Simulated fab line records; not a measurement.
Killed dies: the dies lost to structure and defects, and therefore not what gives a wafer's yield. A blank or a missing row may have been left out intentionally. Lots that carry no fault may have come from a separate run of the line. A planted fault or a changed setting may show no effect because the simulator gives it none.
Which tool is to blame? || flow n5_finfet || 10 lots, 30 wafers sampled, at 6 steps of a route of 1938

WHAT THE GAUGES READ, wafer by wafer
N5_SD_ACTIVATION_RS_MEAS_03: measures by four-point-probe.
{"lot": "L563", "measured": "day 3 09:24", "on": "film_metro-01", "RS_SD_N (ohm/sq)": "21.98 21.52 21.84", "RS_SD_P (ohm/sq)": "56.3 56.1 55.7"}
{"lot": "L564", "measured": "day 3 18:49", "on": "film_metro-01", "RS_SD_N (ohm/sq)": "21.49 21.53 21.38", "RS_SD_P (ohm/sq)": "56.5 57.6 56.6"}
{"lot": "L565", "measured": "day 4 01:57", "on": "film_metro-01", "RS_SD_N (ohm/sq)": "21.95 21.61 21.83", "RS_SD_P (ohm/sq)": "55.8 55.6 55.1"}
{"lot": "L573", "measured": "day 6 05:38", "on": "film_metro-01", "RS_SD_N (ohm/sq)": "21.51 21.34 21.76", "RS_SD_P (ohm/sq)": "73.7 73.0 72.8"}
{"lot": "L575", "measured": "day 6 13:19", "on": "film_metro-02", "RS_SD_N (ohm/sq)": "22.00 22.29 21.98", "RS_SD_P (ohm/sq)": "76.5 75.6 76.4"}
{"lot": "L576", "measured": "day 6 19:01", "on": "film_metro-01", "RS_SD_N (ohm/sq)": "21.99 22.14 21.97", "RS_SD_P (ohm/sq)": "56.9 57.9 58.0"}
{"lot": "L577", "measured": "day 7 03:34", "on": "film_metro-01", "RS_SD_N (ohm/sq)": "21.78 21.63 21.98", "RS_SD_P (ohm/sq)": "56.4 56.5 56.0"}
{"lot": "L580", "measured": "day 7 16:53", "on": "film_metro-01", "RS_SD_N (ohm/sq)": "21.87 21.52 21.74", "RS_SD_P (ohm/sq)": "56.2 55.4 56.1"}
{"lot": "L582", "measured": "day 8 06:17", "on": "film_metro-01", "RS_SD_N (ohm/sq)": "21.75 22.28 21.76", "RS_SD_P (ohm/sq)": "56.8 57.7 57.6"}
{"lot": "L585", "measured": "day 8 23:10", "on": "film_metro-01", "RS_SD_N (ohm/sq)": "21.36 21.72 21.64", "RS_SD_P (ohm/sq)": "55.9 56.1 55.6"}

N5_ILD0_THK_MEAS_08.
{"lot": "L563", "measured": "day 3 12:42", "on": "film_metro-01", "thk_nm (nm)": "136.2 139.1 138.0"}
{"lot": "L564", "measured": "day 3 22:16", "on": "film_metro-01", "thk_nm (nm)": "139.7 140.4 138.6"}
{"lot": "L565", "measured": "day 4 05:17", "on": "film_metro-01", "thk_nm (nm)": "137.4 139.8 138.0"}
{"lot": "L573", "measured": "day 6 09:06", "on": "film_metro-01", "thk_nm (nm)": "139.9 138.9 138.2"}
{"lot": "L575", "measured": "day 6 16:48", "on": "film_metro-01", "thk_nm (nm)": "138.7 138.6 140.7"}
{"lot": "L576", "measured": "day 6 22:22", "on": "film_metro-02", "thk_nm (nm)": "141.0 140.6 141.6"}
{"lot": "L577", "measured": "day 7 06:55", "on": "film_metro-01", "thk_nm (nm)": "137.5 138.4 138.3"}
{"lot": "L580", "measured": "day 7 20:14", "on": "film_metro-01", "thk_nm (nm)": "139.6 138.7 137.9"}
{"lot": "L582", "measured": "day 8 09:57", "on": "film_metro-02", "thk_nm (nm)": "137.9 139.2 139.4"}
{"lot": "L585", "measured": "day 9 02:30", "on": "film_metro-01", "thk_nm (nm)": "139.0 138.6 137.7"}

N5_BEOL_M4_RC_MEAS_101.
{"lot": "L563", "measured": "day 8 12:22", "on": "prober-01", "DIBL_N (mV/V)": "34.7 36.7 33.9", "DIBL_P (mV/V)": "33.8 36.3 32.7", "IOFF_N (nA/um)": "0.13 0.16 0.12", "IOFF_P (nA/um)": "0.20 0.24 0.19", "ION_N (uA/um)": "653 672 667", "ION_P (uA/um)": "456 469 468", "RC_DENSE_P (ohm.um)": "23.6 21.8 23.2", "RC_P (ohm.um)": "19.2 17.8 18.9", "REXT_P (ohm.um)": "99.4 96.7 98.3", "RS_SD_P (ohm/sq)": "66.2 66.8 65.6", "SS_N (mV/dec)": "71.5 71.4 71.0", "SS_P (mV/dec)": "72.0 73.8 72.1", "VT_N (mV)": "255 249 252", "VT_P (mV)": "-250 -243 -246"}
{"lot": "L564", "measured": "day 8 21:15", "on": "prober-02", "DIBL_N (mV/V)": "34.6 33.6 33.5", "DIBL_P (mV/V)": "36.4 35.3 35.5", "IOFF_N (nA/um)": "0.13 0.13 0.13", "IOFF_P (nA/um)": "0.19 0.17 0.18", "ION_N (uA/um)": "652 660 652", "ION_P (uA/um)": "449 452 447", "RC_DENSE_P (ohm.um)": "24.2 22.6 23.6", "RC_P (ohm.um)": "19.5 18.6 19.2", "REXT_P (ohm.um)": "100.0 99.1 99.3", "RS_SD_P (ohm/sq)": "66.3 68.2 67.3", "SS_N (mV/dec)": "71.9 71.7 72.0", "SS_P (mV/dec)": "73.2 73.2 73.0", "VT_N (mV)": "254 253 254", "VT_P (mV)": "-252 -253 -255"}
{"lot": "L565", "measured": "day 8 21:51", "on": "prober-01", "DIBL_N (mV/V)": "39.1 36.2 35.8", "DIBL_P (mV/V)": "39.3 36.5 34.4", "IOFF_N (nA/um)": "0.23 0.17 0.16", "IOFF_P (nA/um)": "0.27 0.23 0.20", "ION_N (uA/um)": "683 688 659", "ION_P (uA/um)": "463 468 451", "RC_DENSE_P (ohm.um)": "22.5 21.9 23.1", "RC_P (ohm.um)": "18.5 17.9 18.6", "REXT_P (ohm.um)": "101.7 100.1 102.3", "RS_SD_P (ohm/sq)": "64.9 65.3 65.5", "SS_N (mV/dec)": "73.2 71.3 71.9", "SS_P (mV/dec)": "74.2 73.4 73.2", "VT_N (mV)": "247 248 249", "VT_P (mV)": "-246 -248 -248"}
{"lot": "L573", "measured": "day 11 04:19", "on": "prober-02", "DIBL_N (mV/V)": "35.8 38.2 35.3", "DIBL_P (mV/V)": "32.4 34.9 31.2", "IOFF_N (nA/um)": "0.13 0.17 0.13", "IOFF_P (nA/um)": "0.15 0.17 0.14", "ION_N (uA/um)": "662 672 662", "ION_P (uA/um)": "439 442 443", "RC_DENSE_P (ohm.um)": "32.0 28.7 30.5", "RC_P (ohm.um)": "25.8 23.9 24.8", "REXT_P (ohm.um)": "119.6 117.2 117.4", "RS_SD_P (ohm/sq)": "83.9 82.3 83.4", "SS_N (mV/dec)": "71.5 72.1 71.2", "SS_P (mV/dec)": "72.6 73.0 72.2", "VT_N (mV)": "253 249 252", "VT_P (mV)": "-257 -251 -256"}
{"lot": "L575", "measured": "day 11 20:52", "on": "prober-02", "DIBL_N (mV/V)": "40.2 38.9 38.6", "DIBL_P (mV/V)": "36.8 35.3 34.0", "IOFF_N (nA/um)": "0.21 0.18 0.17", "IOFF_P (nA/um)": "0.22 0.18 0.17", "ION_N (uA/um)": "695 676 668", "ION_P (uA/um)": "454 449 435", "RC_DENSE_P (ohm.um)": "27.7 28.2 28.4", "RC_P (ohm.um)": "22.5 22.9 23.5", "REXT_P (ohm.um)": "128.5 128.8 130.2", "RS_SD_P (ohm/sq)": "87.6 86.7 86.9", "SS_N (mV/dec)": "72.0 72.1 71.9", "SS_P (mV/dec)": "73.7 73.1 73.2", "VT_N (mV)": "243 247 250", "VT_P (mV)": "-249 -252 -254"}
{"lot": "L576", "measured": "day 11 18:24", "on": "prober-01", "DIBL_N (mV/V)": "36.0 36.6 35.9", "DIBL_P (mV/V)": "36.7 38.2 35.8", "IOFF_N (nA/um)": "0.15 0.17 0.15", "IOFF_P (nA/um)": "0.22 0.24 0.19", "ION_N (uA/um)": "671 686 658", "ION_P (uA/um)": "461 471 450", "RC_DENSE_P (ohm.um)": "23.6 24.4 25.7", "RC_P (ohm.um)": "19.1 19.8 20.8", "REXT_P (ohm.um)": "97.1 97.9 102.8", "RS_SD_P (ohm/sq)": "67.5 68.4 68.2", "SS_N (mV/dec)": "71.7 71.6 72.3", "SS_P (mV/dec)": "73.2 74.0 73.3", "VT_N (mV)": "252 250 254", "VT_P (mV)": "-247 -244 -253"}
{"lot": "L577", "measured": "day 12 12:41", "on": "prober-01", "DIBL_N (mV/V)": "34.6 38.4 39.2", "DIBL_P (mV/V)": "35.0 39.2 41.3", "IOFF_N (nA/um)": "0.12 0.19 0.21", "IOFF_P (nA/um)": "0.17 0.25 0.28", "ION_N (uA/um)": "659 686 685", "ION_P (uA/um)": "452 464 466", "RC_DENSE_P (ohm.um)": "22.9 23.6 22.6", "RC_P (ohm.um)": "18.7 19.4 18.6", "REXT_P (ohm.um)": "99.4 100.1 99.6", "RS_SD_P (ohm/sq)": "65.0 66.0 64.7", "SS_N (mV/dec)": "70.8 71.7 72.1", "SS_P (mV/dec)": "72.6 74.5 73.9", "VT_N (mV)": "257 248 247", "VT_P (mV)": "-250 -249 -249"}
{"lot": "L580", "measured": "day 13 13:41", "on": "prober-02", "DIBL_N (mV/V)": "36.5 40.5 36.9", "DIBL_P (mV/V)": "36.2 40.6 37.0", "IOFF_N (nA/um)": "0.14 0.22 0.14", "IOFF_P (nA/um)": "0.20 0.27 0.22", "ION_N (uA/um)": "670 674 665", "ION_P (uA/um)": "456 460 464", "RC_DENSE_P (ohm.um)": "25.2 24.4 23.5", "RC_P (ohm.um)": "20.3 19.7 19.1", "REXT_P (ohm.um)": "101.8 101.4 97.6", "RS_SD_P (ohm/sq)": "66.1 65.0 65.6", "SS_N (mV/dec)": "71.0 72.4 71.9", "SS_P (mV/dec)": "73.2 74.5 74.0", "VT_N (mV)": "250 246 253", "VT_P (mV)": "-254 -248 -250"}
{"lot": "L582", "measured": "day 12 22:44", "on": "prober-01", "DIBL_N (mV/V)": "33.0 32.5 35.2", "DIBL_P (mV/V)": "31.1 31.6 35.9", "IOFF_N (nA/um)": "0.10 0.10 0.14", "IOFF_P (nA/um)": "0.15 0.15 0.21", "ION_N (uA/um)": "653 643 668", "ION_P (uA/um)": "454 447 456", "RC_DENSE_P (ohm.um)": "23.6 23.6 23.7", "RC_P (ohm.um)": "19.3 19.3 19.4", "REXT_P (ohm.um)": "101.4 100.5 100.6", "RS_SD_P (ohm/sq)": "65.9 67.5 67.9", "SS_N (mV/dec)": "71.0 70.5 71.3", "SS_P (mV/dec)": "71.9 72.3 73.8", "VT_N (mV)": "258 259 250", "VT_P (mV)": "-255 -253 -251"}
{"lot": "L585", "measured": "day 13 20:39", "on": "prober-01", "DIBL_N (mV/V)": "40.1 36.2 37.9", "DIBL_P (mV/V)": "40.6 35.1 37.6", "IOFF_N (nA/um)": "0.25 0.13 0.19", "IOFF_P (nA/um)": "0.31 0.19 0.25", "ION_N (uA/um)": "689 651 675", "ION_P (uA/um)": "470 453 463", "RC_DENSE_P (ohm.um)": "22.9 24.1 24.1", "RC_P (ohm.um)": "18.9 19.6 19.4", "REXT_P (ohm.um)": "98.2 100.0 99.9", "RS_SD_P (ohm/sq)": "65.1 65.4 65.4", "SS_N (mV/dec)": "73.0 71.1 71.8", "SS_P (mV/dec)": "74.3 73.0 73.6", "VT_N (mV)": "245 255 246", "VT_P (mV)": "-242 -252 -246"}

WHAT TOOL EACH LOT RAN ON (gives the tool, then ch and the chambers of the sampled wafers, and finally the start)
{"lot": "L563", "N5_SD_EPI_P_EPI_21": "epi_rpcvd-02 ch 0, day 3 06:48", "N5_SD_ACTIVATION_LSA_01": "laser_anneal-02 ch 0, day 3 09:13", "N5_ILD0_LINER_00": "ald_sin-04 ch 1,2, day 3 09:43"}
{"lot": "L564", "N5_SD_EPI_P_EPI_21": "epi_rpcvd-04 ch 0, day 3 15:14", "N5_SD_ACTIVATION_LSA_01": "laser_anneal-02 ch 0, day 3 18:35", "N5_ILD0_LINER_00": "ald_sin-04 ch 0,2,3, day 3 19:17"}
{"lot": "L565", "N5_SD_EPI_P_EPI_21": "epi_rpcvd-03 ch 0, day 3 23:09", "N5_SD_ACTIVATION_LSA_01": "laser_anneal-01 ch 0, day 4 01:45", "N5_ILD0_LINER_00": "ald_sin-04 ch 0,3, day 4 02:19"}
{"lot": "L573", "N5_SD_EPI_P_EPI_21": "epi_rpcvd-04 ch 0, day 6 01:58", "N5_SD_ACTIVATION_LSA_01": "laser_anneal-01 ch 0, day 6 05:25", "N5_ILD0_LINER_00": "ald_sin-02 ch 0,1, day 6 06:07"}
{"lot": "L575", "N5_SD_EPI_P_EPI_21": "epi_rpcvd-04 ch 0, day 6 10:52", "N5_SD_ACTIVATION_LSA_01": "laser_anneal-01 ch 0, day 6 13:08", "N5_ILD0_LINER_00": "ald_sin-01 ch 0,2,3, day 6 13:49"}
{"lot": "L576", "N5_SD_EPI_P_EPI_21": "epi_rpcvd-03 ch 0, day 6 15:29", "N5_SD_ACTIVATION_LSA_01": "laser_anneal-02 ch 0, day 6 18:49", "N5_ILD0_LINER_00": "ald_sin-04 ch 0,2,3, day 6 19:23"}
{"lot": "L577", "N5_SD_EPI_P_EPI_21": "epi_rpcvd-03 ch 0, day 7 00:40", "N5_SD_ACTIVATION_LSA_01": "laser_anneal-01 ch 0, day 7 03:22", "N5_ILD0_LINER_00": "ald_sin-04 ch 1,3, day 7 03:56"}
{"lot": "L580", "N5_SD_EPI_P_EPI_21": "epi_rpcvd-03 ch 0, day 7 14:05", "N5_SD_ACTIVATION_LSA_01": "laser_anneal-02 ch 0, day 7 16:41", "N5_ILD0_LINER_00": "ald_sin-04 ch 0,2,3, day 7 17:15"}
{"lot": "L582", "N5_SD_EPI_P_EPI_21": "epi_rpcvd-03 ch 0, day 8 03:13", "N5_SD_ACTIVATION_LSA_01": "laser_anneal-02 ch 0, day 8 06:05", "N5_ILD0_LINER_00": "ald_sin-01 ch 0,2,3, day 8 06:58"}
{"lot": "L585", "N5_SD_EPI_P_EPI_21": "epi_rpcvd-02 ch 0, day 8 21:02", "N5_SD_ACTIVATION_LSA_01": "laser_anneal-01 ch 0, day 8 22:59", "N5_ILD0_LINER_00": "ald_sin-01 ch 0,2,3, day 8 23:31"}
- N5_SD_EPI_P_EPI_21: deposits SiGe:B, time 355 s.
- N5_SD_ACTIVATION_LSA_01: time 0.0008 s.
- N5_ILD0_LINER_00: material SiNx, target thk 4 nm, pulse time 1 s, purge time 2 s.

AS READ BY THE TOOLS THEMSELVES (means over the sampled wafers that have a number; for cases with no such wafer, the mark the record gives instead)
N5_SD_ACTIVATION_LSA_01.
{"lot": "L563", "tool": "laser_anneal-02", "wafer_temp_C_max": 1085.0}
{"lot": "L564", "tool": "laser_anneal-02", "wafer_temp_C_max": 1085.4}
{"lot": "L565", "tool": "laser_anneal-01", "wafer_temp_C_max": 1086.9}
{"lot": "L573", "tool": "laser_anneal-01", "wafer_temp_C_max": 1087.8}
{"lot": "L575", "tool": "laser_anneal-01", "wafer_temp_C_max": 1090.0}
{"lot": "L576", "tool": "laser_anneal-02", "wafer_temp_C_max": 1085.6}
{"lot": "L577", "tool": "laser_anneal-01", "wafer_temp_C_max": 1090.3}
{"lot": "L580", "tool": "laser_anneal-02", "wafer_temp_C_max": 1085.4}
{"lot": "L582", "tool": "laser_anneal-02", "wafer_temp_C_max": 1085.4}
{"lot": "L585", "tool": "laser_anneal-01", "wafer_temp_C_max": 1087.1}

N5_ILD0_LINER_00.
{"lot": "L563", "tool": "ald_sin-04", "heater_power_w (W)": 909, "precursor_pulse_height_rel": 0.996}
{"lot": "L564", "tool": "ald_sin-04", "heater_power_w (W)": 807, "precursor_pulse_height_rel": 1.013}
{"lot": "L565", "tool": "ald_sin-04", "heater_power_w (W)": 749, "precursor_pulse_height_rel": 1.001}
{"lot": "L573", "tool": "ald_sin-02", "heater_power_w (W)": 746, "precursor_pulse_height_rel": 1.023}
{"lot": "L575", "tool": "ald_sin-01", "heater_power_w (W)": 853, "precursor_pulse_height_rel": 0.986}
{"lot": "L576", "tool": "ald_sin-04", "heater_power_w (W)": 825, "precursor_pulse_height_rel": 1.006}
{"lot": "L577", "tool": "ald_sin-04", "heater_power_w (W)": 829, "precursor_pulse_height_rel": 0.977}
{"lot": "L580", "tool": "ald_sin-04", "heater_power_w (W)": 819, "precursor_pulse_height_rel": 0.997}
{"lot": "L582", "tool": "ald_sin-01", "heater_power_w (W)": 861, "precursor_pulse_height_rel": 1.011}
{"lot": "L585", "tool": "ald_sin-01", "heater_power_w (W)": 839, "precursor_pulse_height_rel": 0.999}

THE ANSWER, worked out from the rows above alone
Rule: what is usual is taken from the lots themselves. The widest of any qualifying gaps counts: lots, ordered by their means at a reading, are off when they make up no more than a third of the lots, leave a main group of 4 or more, and stand apart from it by 3 or more times the standard deviation of that group's means. The tables above print the reading to a certain number of digits; a main group whose means all agree to those digits is not used. Also off: a lot with no number at a reading for which 4 or more lots have one. Where the step has rows for the other lots, those lots are counted as sound. First the gauges in route order, then the tools' own readings, where a lot's mean is used as printed above. The first step at which some lot is off is used, and at that step the reading that is off furthest; a lot without a number counts as furthest.
Off: L573, L575, at N5_SD_ACTIVATION_RS_MEAS_03 (RS_SD_P). Mean 56.4 ohm/sq and standard deviation 0.72 in the main group.
If a tool, at a process step before that reading, ran all the lots that are off and no sound lot after the first of them, it fits. Not tried: the gauges at N5_SD_ACTIVATION_RS_MEAS_03; whatever is off there is also off at N5_BEOL_M4_RC_MEAS_101, on other tools, and gauge error can't account for it. One fits: epi_rpcvd-04 at N5_SD_EPI_P_EPI_21. Its last sound lot is L564 (day 3 15:14), its first lot that is off L573 (day 6 01:58): a fault that began between those two fits.

WHAT WAS PUT IN BY THE SIMULATOR
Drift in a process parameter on epi_rpcvd-04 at N5_SD_EPI_P_EPI_21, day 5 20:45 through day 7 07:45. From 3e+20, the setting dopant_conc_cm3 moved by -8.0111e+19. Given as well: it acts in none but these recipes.
Shown lots that were struck: L573, L575. The rule above reached the same finding.
